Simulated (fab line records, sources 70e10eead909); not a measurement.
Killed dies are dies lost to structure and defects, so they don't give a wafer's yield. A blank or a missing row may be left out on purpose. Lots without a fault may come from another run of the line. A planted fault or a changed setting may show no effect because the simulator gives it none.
Chamber matching | flow nand_harc | NHARC_P_CONTACT_DESCUM_17 on rie_diel-03: 3 sister chambers
The step chemistry O2, time 3 s. 20 wafers are shown with their chamber, then 7 later ones without.

WAFERS WITH THEIR CHAMBER
wafer  | chamber | showerhead_plenum_p_Torr (Torr) | drypump_motor_current_A (A) | oes_product_au (a.u.)
L076.2 | 0       | 1.80                            | 5.7                         | 1.003
L076.3 | 3       | 1.98                            | 5.5                         | 0.995
L076.6 | 3       | 1.98                            | 5.5                         | 0.991
L078.1 | 0       | 1.80                            | 5.7                         | 1.015
L078.3 | 1       | 1.84                            | 6.1                         | 0.999
L078.6 | 0       | 1.80                            | 5.7                         | 1.008
L079.1 | 3       | 1.97                            | 5.5                         | 1.006
L079.4 | 0       | 1.80                            | 5.7                         | 1.013
L079.5 | 0       | 1.80                            | 5.7                         | 1.010
L081.2 | 1       | 1.84                            | 6.1                         | 1.004
L081.3 | 3       | 1.97                            | 5.5                         | 1.002
L081.4 | 0       | 1.80                            | 5.6                         | 0.998
L082.1 | 1       | 1.84                            | 6.1                         | 0.995
L082.3 | 0       | 1.80                            | 5.7                         | 0.993
L082.5 | 3       | 1.97                            | 5.5                         | 0.990
L088.2 | 0       | 1.80                            | 5.7                         | 1.008
L088.3 | 3       | 1.97                            | 5.5                         | 1.003
L088.6 | 3       | 1.97                            | 5.5                         | 1.009
L090.1 | 3       | 1.97                            | 5.5                         | 1.007
L090.2 | 0       | 1.80                            | 5.7                         | 1.012

SIGNATURES (means of the wafers above)
reading                  | chamber 0 | chamber 1 | chamber 3 | scatter within a chamber
showerhead_plenum_p_Torr | 1.8000    | 1.8400    | 1.9725    | 0.00297
drypump_motor_current_A  | 5.689     | 6.100     | 5.500     | 0.0229
oes_product_au           | 1.00667   | 0.99933   | 1.00038   | 0.00708
Rule: a wafer's distance from a chamber is the root of the sum, over the readings, of the square of ((its reading less the chamber's mean) divided by the reading's scatter). The wafer belongs to the nearest chamber; if the next one is less than 2 further off, it can't be placed. The scatter: the root of (the sum of the squares of (reading less its chamber's mean) over the shown wafers, divided by (wafers less chambers)).

WAFERS WITHOUT THEIR CHAMBER
wafer  | showerhead_plenum_p_Torr (Torr) | drypump_motor_current_A (A) | oes_product_au (a.u.)
L090.5 | 1.80                            | 5.6                         | 1.009
L092.1 | 1.97                            | 5.5                         | 1.003
L092.3 | 1.80                            | 5.6                         | 1.010
L093.1 | 1.97                            | 5.5                         | 1.003
L093.4 | 1.80                            | 5.6                         | 1.011
L096.2 | 1.84                            | 6.1                         | 0.998
L096.6 | 1.80                            | 5.7                         | 1.002

WHICH CHAMBER EACH WENT THROUGH
wafer  | from the rows above | in truth
L090.5 | 0                   | 0
L092.1 | 3                   | 3
L092.3 | 0                   | 0
L093.1 | 3                   | 3
L093.4 | 0                   | 0
L096.2 | 1                   | 1
L096.6 | 0                   | 0
Placed correctly: 7 of 7. Can't be placed from these rows: 0. Placed wrongly: 0.
